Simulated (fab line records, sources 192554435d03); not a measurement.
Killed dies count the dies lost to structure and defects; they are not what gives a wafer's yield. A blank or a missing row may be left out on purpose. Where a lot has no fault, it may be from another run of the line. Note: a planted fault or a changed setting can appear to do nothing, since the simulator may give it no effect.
Which tool was responsible?	flow n5Finfet	72 wafers from 24 lots sampled at 6 of the route's 1938 steps

## WHAT THE GAUGES READ, wafer by wafer
N5_FIN_SAQP_INSPECT_40: inspects for defects (brightfield).
lot	measured	on	rawDefectCount
L074	day 2 05:17	defectInspect-01	171 121 233
L075	day 2 10:46	defectInspect-02	130 167 184
L076	day 2 15:23	defectInspect-02	165 163 256
L077	day 2 21:07	defectInspect-01	199 246 228
L078	day 3 02:35	defectInspect-01	198 233 330
L079	day 3 08:19	defectInspect-02	271 194 360
L080	day 3 14:25	defectInspect-01	308 141 195
L081	day 3 20:16	defectInspect-02	210 184 222
L082	day 4 02:57	defectInspect-01	161 195 120
L083	day 4 08:35	defectInspect-02	212 197 118
L084	day 4 14:14	defectInspect-02	142 334 171
L085	day 4 22:05	defectInspect-01	212 178 211
L086	day 5 04:09	defectInspect-02	282 360 256
L087	day 5 09:10	defectInspect-02	221 188 191
L088	day 5 20:41	defectInspect-01	208 181 211
L089	day 5 21:16	defectInspect-01	256 210 127
L090	day 6 04:25	defectInspect-02	117 117 197
L091	day 6 10:21	defectInspect-01	267 209 285
L092	day 6 14:44	defectInspect-01	281 283 273
L093	day 6 22:26	defectInspect-01	243 180 207
L094	day 7 03:11	defectInspect-02	176 166 115
L095	day 7 12:31	defectInspect-02	274 248 458
L096	day 7 18:32	defectInspect-01	284 328 259
L097	day 7 23:48	defectInspect-01	278 207 236

N5_FIN_CUT_INSPECT_10: inspects for defects (brightfield).
lot	measured	on	rawDefectCount
L074	day 2 05:41	defectInspect-02	30 25 38
L075	day 2 11:09	defectInspect-01	42 32 49
L076	day 2 15:46	defectInspect-01	31 26 47
L077	day 2 21:34	defectInspect-02	40 41 51
L078	day 3 02:58	defectInspect-01	56 35 65
L079	day 3 08:43	defectInspect-02	53 22 65
L080	day 3 14:55	defectInspect-02	66 17 34
L081	day 3 20:39	defectInspect-02	32 32 35
L082	day 4 03:20	defectInspect-01	35 26 26
L083	day 4 09:06	defectInspect-02	40 45 27
L084	day 4 14:45	defectInspect-01	41 68 37
L085	day 4 22:36	defectInspect-02	25 31 44
L086	day 5 04:32	defectInspect-02	49 73 48
L087	day 5 09:41	defectInspect-01	42 44 35
L088	day 5 21:05	defectInspect-01	41 35 48
L089	day 5 21:40	defectInspect-01	46 45 24
L090	day 6 04:49	defectInspect-02	32 22 29
L091	day 6 10:52	defectInspect-02	52 34 48
L092	day 6 15:15	defectInspect-01	53 45 41
L093	day 6 22:57	defectInspect-01	39 49 44
L094	day 7 03:42	defectInspect-02	26 27 25
L095	day 7 12:55	defectInspect-02	51 31 66
L096	day 7 18:56	defectInspect-01	45 56 48
L097	day 8 00:11	defectInspect-01	41 39 43

## WHAT TOOL EACH LOT RAN ON (gives the tool, then ch and the chambers of the sampled wafers, and finally the start)
lot	N5_FIN_SAQP_SPACER1_ETCHBACK_25	N5_FIN_SAQP_ETCH_69	N5_FIN_SAQP_RECESS_71	N5_FIN_SAQP_SPACER2_ALD_28
L074	rieDiel-06 ch 1,2,3, day 2 02:07	rieDiel-02 ch 0,3, day 2 03:08	vaporEtch-02 ch 0,1, day 2 03:17	aldSin-02 ch 1,2,3, day 2 04:04
L075	rieDiel-06 ch 1,2,3, day 2 06:09	rieDiel-05 ch 0,2,3, day 2 07:09	vaporEtch-01 ch 0,1, day 2 07:21	aldSin-03 ch 1,2, day 2 09:17
L076	rieDiel-02 ch 0,1,2, day 2 12:55	rieDiel-05 ch 1,2, day 2 13:55	vaporEtch-02 ch 0,1, day 2 14:07	aldSin-03 ch 0,2,3, day 2 14:13
L077	rieDiel-05 ch 0,2,3, day 2 17:38	rieDiel-05 ch 0,1,2, day 2 18:40	vaporEtch-02 ch 0,1, day 2 18:52	aldSin-03 ch 0,2,3, day 2 20:00
L078	rieDiel-05 ch 0,1,3, day 3 00:14	rieDiel-02 ch 0,2,3, day 3 01:10	vaporEtch-02 ch 0, day 3 01:20	aldSin-02 ch 0,1, day 3 01:28
L079	rieDiel-05 ch 0,1,3, day 3 05:52	rieDiel-05 ch 0,1,3, day 3 06:55	vaporEtch-01 ch 0,1, day 3 07:04	aldSin-03 ch 0,2,3, day 3 07:13
L080	rieDiel-06 ch 1,2,3, day 3 12:01	rieDiel-06 ch 0,2,3, day 3 12:56	vaporEtch-01 ch 1, day 3 13:06	aldSin-03 ch 1,2,3, day 3 13:14
L081	rieDiel-02 ch 0,1,3, day 3 17:41	rieDiel-02 ch 1,3, day 3 18:37	vaporEtch-01 ch 0, day 3 18:46	aldSin-02 ch 1,3, day 3 19:08
L082	rieDiel-02 ch 1,3, day 4 00:34	rieDiel-05 ch 0,2,3, day 4 01:32	vaporEtch-02 ch 0,1, day 4 01:42	aldSin-02 ch 0,2, day 4 01:50
L083	rieDiel-02 ch 1,2,3, day 4 05:57	rieDiel-05 ch 2,3, day 4 06:53	vaporEtch-01 ch 0,1, day 4 07:03	aldSin-01 ch 1,3, day 4 07:21
L084	rieDiel-06 ch 0,1, day 4 11:40	rieDiel-05 ch 0,1,3, day 4 12:43	vaporEtch-01 ch 0,1, day 4 12:55	aldSin-03 ch 0,2,3, day 4 13:01
L085	rieDiel-06 ch 0,1,2, day 4 18:39	rieDiel-02 ch 2,3, day 4 19:37	vaporEtch-01 ch 0,1, day 4 19:46	aldSin-03 ch 0,1,3, day 4 20:59
L086	rieDiel-06 ch 0,3, day 5 00:23	rieDiel-02 ch 0,2,3, day 5 01:23	vaporEtch-02 ch 0, day 5 01:33	aldSin-02 ch 0,1,2, day 5 02:59
L087	rieDiel-05 ch 0,2,3, day 5 06:31	rieDiel-02 ch 0,3, day 5 07:40	vaporEtch-02 ch 0,1, day 5 07:52	aldSin-02 ch 0,1,3, day 5 07:58
L088	rieDiel-05 ch 0,1,3, day 5 18:13	rieDiel-05 ch 0,1,2, day 5 19:08	vaporEtch-02 ch 0,1, day 5 19:21	aldSin-02 ch 2,3, day 5 19:29
L089	rieDiel-05 ch 0,3, day 5 18:17	rieDiel-06 ch 0,3, day 5 19:26	vaporEtch-02 ch 0,1, day 5 19:38	aldSin-01 ch 1,2,3, day 5 19:44
L090	rieDiel-02 ch 1,3, day 6 00:11	rieDiel-02 ch 0,1,2, day 6 01:06	vaporEtch-02 ch 0,1, day 6 01:16	aldSin-01 ch 1,2,3, day 6 03:18
L091	rieDiel-05 ch 0,1,3, day 6 07:44	rieDiel-06 ch 1,2,3, day 6 08:56	vaporEtch-02 ch 0,1, day 6 09:06	aldSin-01 ch 0,1,2, day 6 09:14
L092	rieDiel-02 ch 0,1,2, day 6 12:16	rieDiel-05 ch 1,2,3, day 6 13:10	vaporEtch-02 ch 0,1, day 6 13:22	aldSin-01 ch 0,1, day 6 13:38
L093	rieDiel-06 ch 2,3, day 6 19:42	rieDiel-05 ch 1,2, day 6 20:46	vaporEtch-01 ch 0,1, day 6 20:56	aldSin-02 ch 0,1, day 6 21:05
L094	rieDiel-06 ch 1,2, day 7 00:51	rieDiel-05 ch 0,2, day 7 01:46	vaporEtch-01 ch 0,1, day 7 01:56	aldSin-03 ch 0,3, day 7 02:04
L095	rieDiel-06 ch 1,2, day 7 08:06	rieDiel-02 ch 1,2,3, day 7 09:17	vaporEtch-02 ch 0,1, day 7 09:27	aldSin-01 ch 0,1,3, day 7 11:01
L096	rieDiel-06 ch 0,2, day 7 15:44	rieDiel-02 ch 0,1,2, day 7 17:07	vaporEtch-01 ch 0,1, day 7 17:17	aldSin-01 ch 0,1, day 7 17:25
L097	rieDiel-02 ch 1,2,3, day 7 21:25	rieDiel-02 ch 0,1,3, day 7 22:20	vaporEtch-02 ch 0,1, day 7 22:30	aldSin-01 ch 2,3, day 7 22:41
- N5_FIN_SAQP_SPACER1_ETCHBACK_25: etches SiO2 in CHF3/O2, target depth 24.4 nm, time 12.2 s.
- N5_FIN_SAQP_ETCH_69: etches SOC in N2/H2, stops on SiNx, target depth 150 nm.
- N5_FIN_SAQP_RECESS_71: chemistry HF/NH3, target SiO2, target depth 3 nm, afs cycles 1, sublimation time 60 s.
- N5_FIN_SAQP_SPACER2_ALD_28: deposits SiO2, target thk 8.1 nm, pulse time 1 s, purge time 2 s.

## WHAT THE TOOLS THEMSELVES READ (means of the sampled wafers that have a number; where no wafer has one, the mark that the record gives instead)
N5_FIN_SAQP_SPACER1_ETCHBACK_25.
lot	tool	CHF3_flow_sccm (sccm)	drypumpMotorCurrentA (A)	oesProductAu (a.u.)	rfVppV (V)	showerheadPlenumPTorr (Torr)	throttleValvePct (%)
L074	rieDiel-06	49.99	5.1	0.75	535	2.39	18.99
L075	rieDiel-06	50.01	5.1	0.74	534	2.39	18.99
L076	rieDiel-02	50.04	6.2	0.86	530	2.48	18.75
L077	rieDiel-05	50.10	6.0	0.86	530	2.42	18.93
L078	rieDiel-05	50.10	6.2	0.87	535	2.43	18.73
L079	rieDiel-05	49.98	6.2	0.87	534	2.43	18.73
L080	rieDiel-06	50.13	5.1	0.73	534	2.38	19.02
L081	rieDiel-02	50.04	6.0	0.82	526	2.47	18.84
L082	rieDiel-02	50.01	6.4	0.84	518	2.52	18.75
L083	rieDiel-02	50.09	6.2	0.81	522	2.48	18.83
L084	rieDiel-06	49.96	5.7	0.72	520	2.30	19.15
L085	rieDiel-06	49.95	5.4	0.71	529	2.37	19.23
L086	rieDiel-06	50.00	5.5	0.72	516	2.30	18.90
L087	rieDiel-05	50.06	6.0	0.82	529	2.41	18.97
L088	rieDiel-05	49.91	6.2	0.85	535	2.42	18.76
L089	rieDiel-05	49.91	5.8	0.86	535	2.40	18.81
L090	rieDiel-02	50.16	6.0	0.78	519	2.46	18.93
L091	rieDiel-05	50.00	6.2	0.84	534	2.42	18.77
L092	rieDiel-02	49.98	6.2	0.81	530	2.47	18.80
L093	rieDiel-06	49.98	5.0	0.72	530	2.37	18.80
L094	rieDiel-06	50.15	5.1	0.70	536	2.43	19.34
L095	rieDiel-06	50.01	5.3	0.70	540	2.37	19.31
L096	rieDiel-06	50.00	5.5	0.69	517	2.35	19.21
L097	rieDiel-02	49.95	6.2	0.77	522	2.46	18.89

N5_FIN_SAQP_ETCH_69.
lot	tool	drypumpMotorCurrentA (A)	n2FlowSccm (sccm)	oesProductAu (a.u.)	rfVppV (V)	showerheadPlenumPTorr (Torr)	throttleValvePct (%)
L074	rieDiel-02	5.7	200.5	0.81	239.9	2.54	17.7
L075	rieDiel-05	6.1	200.7	0.85	240.6	2.55	17.8
L076	rieDiel-05	6.4	200.6	0.77	242.0	2.56	17.9
L077	rieDiel-05	6.4	199.8	0.80	242.9	2.57	17.8
L078	rieDiel-02	5.8	199.9	0.80	241.3	2.55	17.8
L079	rieDiel-05	6.2	200.1	0.85	240.8	2.55	17.6
L080	rieDiel-06	5.2	200.1	0.72	240.6	2.50	17.9
L081	rieDiel-02	6.4	200.2	0.82	241.4	2.63	17.5
L082	rieDiel-05	6.0	200.1	0.83	240.3	2.54	17.8
L083	rieDiel-05	5.7	199.5	0.85	240.0	2.52	17.9
L084	rieDiel-05	6.2	200.0	0.85	240.5	2.55	17.6
L085	rieDiel-02	6.0	200.3	0.78	241.1	2.56	17.8
L086	rieDiel-02	5.8	200.5	0.78	241.7	2.54	17.8
L087	rieDiel-02	5.7	200.1	0.76	241.2	2.52	17.8
L088	rieDiel-05	6.5	199.6	0.78	240.9	2.56	17.8
L089	rieDiel-06	5.6	199.4	0.71	239.3	2.42	17.9
L090	rieDiel-02	6.2	200.2	0.80	240.6	2.60	17.6
L091	rieDiel-06	5.1	200.0	0.71	239.5	2.50	18.0
L092	rieDiel-05	6.2	200.4	0.78	240.1	2.53	17.8
L093	rieDiel-05	6.6	200.0	0.76	240.7	2.55	17.7
L094	rieDiel-05	6.4	200.6	0.77	240.1	2.56	17.9
L095	rieDiel-02	6.2	199.7	0.77	241.3	2.59	17.7
L096	rieDiel-02	6.2	200.4	0.79	241.6	2.59	17.6
L097	rieDiel-02	6.0	199.7	0.77	241.1	2.57	17.6

N5_FIN_SAQP_RECESS_71.
lot	tool	drypumpMotorCurrentA (A)	sublimationTempC (C)
L074	vaporEtch-02	5.9	179.90
L075	vaporEtch-01	5.8	179.99
L076	vaporEtch-02	5.9	180.01
L077	vaporEtch-02	5.8	180.09
L078	vaporEtch-02	5.6	180.12
L079	vaporEtch-01	5.8	179.99
L080	vaporEtch-01	5.3	180.09
L081	vaporEtch-01	6.0	180.21
L082	vaporEtch-02	6.1	180.08
L083	vaporEtch-01	5.8	179.86
L084	vaporEtch-01	5.5	180.09
L085	vaporEtch-01	5.5	180.01
L086	vaporEtch-02	5.6	179.85
L087	vaporEtch-02	5.9	179.89
L088	vaporEtch-02	6.2	179.96
L089	vaporEtch-02	6.1	180.05
L090	vaporEtch-02	5.9	179.98
L091	vaporEtch-02	5.9	180.02
L092	vaporEtch-02	5.9	180.05
L093	vaporEtch-01	5.8	180.04
L094	vaporEtch-01	5.5	179.83
L095	vaporEtch-02	6.1	179.87
L096	vaporEtch-01	5.8	179.93
L097	vaporEtch-02	5.8	179.88

N5_FIN_SAQP_SPACER2_ALD_28.
lot	tool	heaterPowerW (W)	precursorPulseHeightRel
L074	aldSin-02	436	0.990
L075	aldSin-03	426	0.997
L076	aldSin-03	464	0.988
L077	aldSin-03	465	0.998
L078	aldSin-02	483	1.007
L079	aldSin-03	458	0.995
L080	aldSin-03	436	1.002
L081	aldSin-02	450	0.998
L082	aldSin-02	469	1.003
L083	aldSin-01	472	0.995
L084	aldSin-03	465	1.012
L085	aldSin-03	430	1.008
L086	aldSin-02	464	0.987
L087	aldSin-02	458	0.976
L088	aldSin-02	421	1.009
L089	aldSin-01	473	0.990
L090	aldSin-01	482	1.005
L091	aldSin-01	483	0.980
L092	aldSin-01	492	1.000
L093	aldSin-02	482	1.003
L094	aldSin-03	446	0.976
L095	aldSin-01	486	0.983
L096	aldSin-01	454	0.999
L097	aldSin-01	520	1.011

## THE ANSWER, worked out from the rows above alone
Rule: usual is defined by the lots themselves. Put in order of their means at a reading, lots are off if they are a third of the lots or fewer, leave a main group of 4 or more, and stand apart from it by a gap of 3 or more times the standard deviation of the main group's means; of several such gaps the widest counts. A main group is skipped when, at the precision printed for the reading in the tables above, its means are all equal. A lot without any number at a reading at which 4 lots or more have one is off too. Where the step has rows for the other lots, those lots are counted as sound. After the gauges, taken in route order, come the tools' own readings; for these a lot's mean is taken, as printed above. At the first step where some lot is off, the reading lying furthest off is the one used; lots without a number count as furthest.
No lot is off at any reading shown: from this, nothing can be told.

## WHAT HAD BEEN PUT IN BY THE SIMULATOR
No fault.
